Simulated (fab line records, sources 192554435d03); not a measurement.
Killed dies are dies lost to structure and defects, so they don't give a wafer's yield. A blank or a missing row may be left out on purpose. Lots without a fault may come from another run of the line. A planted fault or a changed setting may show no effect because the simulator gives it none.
Chamber matching | flow n5_finfet | N5_BEOL_M5_CURE_79 on uv_cure-01: 3 sister chambers
The step cures SiCOH lowk, time 240 s. 3 wafers are shown with their chamber, then 11 later ones without.

WAFERS WITH THEIR CHAMBER
wafer  | chamber | wafer_temp_C_max
L074.6 | 1       | 387.2
L081.6 | 2       | 388.1
L088.1 | 0       | 386.0

WAFERS WITHOUT THEIR CHAMBER
wafer  | wafer_temp_C_max
L088.2 | 386.1
L088.3 | 385.8
L088.4 | 386.4
L088.5 | 386.3
L088.6 | 385.8
L092.2 | 387.8
L092.3 | 388.4
L092.6 | 387.8
L094.1 | 387.7
L094.2 | 387.4
L094.6 | 387.7

WHICH CHAMBER EACH WENT THROUGH
wafer  | from the rows above     | in truth
L088.2 | 0                       | 0
L088.3 | 0                       | 0
L088.4 | can't be placed: 0 or 1 | 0
L088.5 | 0                       | 0
L088.6 | 0                       | 0
L092.2 | can't be placed: 2 or 1 | 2
L092.3 | 2                       | 2
L092.6 | can't be placed: 2 or 1 | 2
L094.1 | can't be placed: 2 or 1 | 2
L094.2 | can't be placed: 1 or 2 | 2
L094.6 | can't be placed: 2 or 1 | 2
Placed correctly: 5 of 11. Can't be placed from these rows: 6 (the true chamber is among the candidates in 6). Placed wrongly: 0.
How it was worked out, from the rows above alone: a wafer's distance from a chamber is the root of the sum, over the readings, of the square of ((its reading less the chamber's mean) divided by the reading's scatter). The wafer belongs to the nearest chamber; if the next one is less than 2 further off, it can't be placed. A chamber's mean is the mean of its shown wafers. The scatter: with one shown wafer a chamber, the root of the mean of the squares of how far each hidden wafer lies from its nearest shown one.
